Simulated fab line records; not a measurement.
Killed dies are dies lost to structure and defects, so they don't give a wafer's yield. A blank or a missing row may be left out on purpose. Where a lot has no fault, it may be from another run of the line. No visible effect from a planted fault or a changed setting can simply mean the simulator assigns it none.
Chamber matching    flow n5_finfet    N5_BEOL_M0_SAQP_ETCH_106 on rie_diel-03: 4 sister chambers
The step etches SOC in N2/H2, stops on SiNx, target depth 150 nm. 8 wafers are shown with their chamber, then 8 later ones without.

## WAFERS PAIRED WITH THEIR CHAMBERS
wafer   chamber  showerhead_plenum_p_Torr (Torr)  throttle_valve_pct (%)
L080.3  1        2.52                             18.07
L081.2  1        2.52                             18.07
L081.3  2        2.58                             17.79
L081.5  0        2.67                             17.28
L083.3  3        2.48                             17.78
L083.4  2        2.57                             17.81
L083.5  0        2.67                             17.29
L086.1  3        2.48                             17.81

## WAFERS WITHOUT THEIR CHAMBER
wafer   showerhead_plenum_p_Torr (Torr)  throttle_valve_pct (%)
L086.2  2.67                             17.31
L086.3  2.52                             18.10
L089.2  2.57                             17.83
L089.3  2.48                             17.80
L089.6  2.48                             17.81
L094.2  2.56                             17.83
L094.3  2.66                             17.33
L094.5  2.56                             17.84

## THE CHAMBER EACH PASSED THROUGH
wafer   from the rows above  in truth
L086.2  0                    0
L086.3  1                    1
L089.2  2                    2
L089.3  3                    3
L089.6  3                    3
L094.2  2                    2
L094.3  0                    0
L094.5  2                    2
Correctly placed: 8 of 8. Can't be placed from these rows: 0. Placed wrongly: 0.
How it was worked out, from the rows above alone: a wafer's distance from a chamber is the root of the sum, over the readings, of the square of ((its reading less the chamber's mean) divided by the reading's scatter). The wafer belongs to the nearest chamber; if the next one is less than 2 further off, it can't be placed. A chamber's mean is the mean of its shown wafers. The scatter is the square root of a quotient: the sum, over the shown wafers, of each reading's squared deviation from its chamber's mean, divided by wafers minus chambers.
